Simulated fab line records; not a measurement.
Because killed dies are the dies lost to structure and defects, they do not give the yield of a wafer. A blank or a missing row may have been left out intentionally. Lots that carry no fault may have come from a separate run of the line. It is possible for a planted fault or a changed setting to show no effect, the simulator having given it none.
Split-lot trial | flow n5_finfet | 21 wafers read across 7 lots, on a route 1938 steps long

ON THE SPLIT
At N5_BEOL_M1_ETCH_70 (etches SOC in N2/H2, target depth 80 nm, overetch 16 nm, time 120 s), the setting time_s was moved away from the recipe's 120 s on 7 of the 21 wafers read, by -15.8% to +9.1%. The other wafers ran this setting at the recipe's value.

The reading is taken at the split's own step.

THE READING
SiARC_of_BEOL_M1_COAT_68.thk_nm (the simulator's own value, which no gauge read), in nm, at N5_BEOL_M1_ETCH_70 (etches SOC in N2/H2, target depth 80 nm, overetch 16 nm, time 120 s). No usual value for it is given in the file. Here, 14 wafers ran the recipe; their average is 6.4 nm with a standard deviation of 0.14 nm.

wafer  | tool, chamber at the split | time_s as run, s | against the recipe | SiARC_of_BEOL_M1_COAT_68.thk_nm, nm | against lot-mates on the recipe
L081.1 | rie_diel-05, 3             | 101              | -15.8%             | 7.2                                 | +1.0
L081.3 | rie_diel-05, 2             | 101              | -15.8%             | 7.4                                 | +1.2
L081.6 | rie_diel-05, 0             | 120              | recipe             | 6.2                                 | -
L082.1 | rie_diel-05, 0             | 120              | recipe             | 6.4                                 | -
L082.5 | rie_diel-05, 0             | 120              | recipe             | 6.4                                 | -
L082.4 | rie_diel-05, 3             | 120              | recipe             | 6.6                                 | -
L084.3 | rie_diel-04, 0,3,1         | 120              | recipe             | 6.4                                 | -
L084.4 | rie_diel-04, 0,3,1         | 120              | recipe             | 6.4                                 | -
L084.6 | rie_diel-04, 0,3,1         | 120              | recipe             | 6.4                                 | -
L085.1 | rie_diel-05, 3,0           | 108.1            | -9.9%              | 7                                   | +0.8
L085.5 | rie_diel-05, 3,0           | 108.1            | -9.9%              | 7                                   | +0.8
L085.3 | rie_diel-05, 1             | 120              | recipe             | 6.2                                 | -
L088.4 | rie_diel-02, 0             | 130.9            | +9.1%              | 6                                   | -0.2
L088.5 | rie_diel-02, 1             | 120              | recipe             | 6.2                                 | -
L088.6 | rie_diel-02, 2             | 130.9            | +9.1%              | 5.8                                 | -0.4
L096.1 | rie_diel-02, 3             | 120              | recipe             | 6.4                                 | -
L096.2 | rie_diel-02, 0             | 128.1            | +6.7%              | 6                                   | -0.3
L096.4 | rie_diel-02, 2             | 120              | recipe             | 6.2                                 | -
L097.1 | rie_diel-02, 0             | 120              | recipe             | 6.6                                 | -
L097.4 | rie_diel-02, 0             | 120              | recipe             | 6.6                                 | -
L097.5 | rie_diel-02, 2             | 120              | recipe             | 6.4                                 | -
Where a row lists several chambers, the file gives one row for several wafers and doesn't say which wafer went through which chamber.

FIT RESULTS
A straight line over all 21 wafers: SiARC_of_BEOL_M1_COAT_68.thk_nm changes by -0.0576 nm for each +1% of time_s; r = -0.95; the points scatter about the line by 0.13 nm.
The same after taking each lot's own level away (the mean of its wafers on the recipe; 21 wafers): -0.0623 nm for each +1%; r = -0.96; scatter 0.12 nm.
On that fit, the largest move of time_s shifts the reading by 0.99 nm.
Across the lots, their own levels run from 6.20 to 6.53 nm, a range of 2.4 times the standard deviation given above.
Hence the lot-to-lot level has little effect on the slope; both slopes agree.
Check: for one of the wafers moved furthest among these (-15.8%), held out of the fit, the line's prediction against its lot-mates is +1.06 nm. Against them it came out at +1 nm.

OTHER SPLITS APPLIED TO THESE WAFERS
These wafers also went through other splits before the reading. Each is held against what the fit with the lots' levels taken away leaves over:
other split on the same wafers           | wafers away from the commonest value | r with SiARC_of_BEOL_M1_COAT_68.thk_nm (lot level and that fit taken away)
N5_GATE_CUT_ALD_22 ald_cycles            | 6                                    | -0.02
N5_MOL_CONTACT_COAG_PECVD_31 temp_c      | 7                                    | -0.01
N5_MOL_CONTACT_COAG_COAT_76 spin_rpm     | 6                                    | -0.03
N5_MOL_CONTACT_COAG_CVD_140 target_thk_a | 7                                    | +0.20
N5_BEOL_M0_SAQP_PECVD_96 time_s          | 5                                    | -0.01
N5_BEOL_M0_ETCH_138 source_w             | 6                                    | -0.05
N5_BEOL_M0_ETCH_109 bias_w               | 6                                    | +0.45
N5_BEOL_M1_ETCH_64 source_w              | 12                                   | -0.32

FILE'S OWN FIT
SiARC_of_BEOL_M1_COAT_68.thk_nm changes by -0.0631 nm for each +1% of time_s, r = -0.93.
